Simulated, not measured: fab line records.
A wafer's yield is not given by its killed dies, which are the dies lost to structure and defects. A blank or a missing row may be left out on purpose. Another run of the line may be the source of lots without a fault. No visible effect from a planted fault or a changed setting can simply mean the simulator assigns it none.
Matching of chambers || flow n5_finfet || ald_sin-01 running N5_STI_FIN_REVEAL_ALD_14: 4 sister chambers
The step deposits Si3N4, target thk 3 nm. 7 wafers are shown with their chamber, then 8 later ones without.

== WAFERS PAIRED WITH THEIR CHAMBERS ==
{"wafer": "L074.6", "chamber": 0, "heater_power_w (W)": 849}
{"wafer": "L076.2", "chamber": 1, "heater_power_w (W)": 841}
{"wafer": "L077.4", "chamber": 3, "heater_power_w (W)": 983}
{"wafer": "L086.1", "chamber": 2, "heater_power_w (W)": 886}
{"wafer": "L086.3", "chamber": 3, "heater_power_w (W)": 978}
{"wafer": "L086.5", "chamber": 1, "heater_power_w (W)": 841}
{"wafer": "L091.1", "chamber": 2, "heater_power_w (W)": 896}

== WAFERS WHOSE CHAMBER IS MISSING ==
{"wafer": "L091.3", "heater_power_w (W)": 857}
{"wafer": "L091.6", "heater_power_w (W)": 966}
{"wafer": "L094.1", "heater_power_w (W)": 890}
{"wafer": "L094.5", "heater_power_w (W)": 833}
{"wafer": "L094.6", "heater_power_w (W)": 895}
{"wafer": "L096.1", "heater_power_w (W)": 879}
{"wafer": "L096.3", "heater_power_w (W)": 896}
{"wafer": "L096.6", "heater_power_w (W)": 994}

== CHAMBER TAKEN BY EACH ==
{"wafer": "L091.3", "from the rows above": "can't be placed: 0 or 1", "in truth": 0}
{"wafer": "L091.6", "from the rows above": 3, "in truth": 3}
{"wafer": "L094.1", "from the rows above": 2, "in truth": 2}
{"wafer": "L094.5", "from the rows above": "can't be placed: 1 or 0", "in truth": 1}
{"wafer": "L094.6", "from the rows above": 2, "in truth": 2}
{"wafer": "L096.1", "from the rows above": 2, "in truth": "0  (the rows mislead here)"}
{"wafer": "L096.3", "from the rows above": 2, "in truth": 2}
{"wafer": "L096.6", "from the rows above": 3, "in truth": 3}
Placed correctly: 5 of 8. Not placeable from these rows: 2 (in 2, the candidates include the true chamber). Number placed wrongly: 1.
How it was worked out, from the rows above alone: a wafer's distance from a chamber is the root of the sum, over the readings, of the square of ((its reading less the chamber's mean) divided by the reading's scatter). If the next closest chamber is less than 2 further off than the closest, the wafer can't be placed; otherwise it belongs to the closest. The mean given for a chamber averages the wafers shown for that chamber. The scatter is the square root of a quotient: the sum, over the shown wafers, of each reading's squared deviation from its chamber's mean, divided by wafers minus chambers.
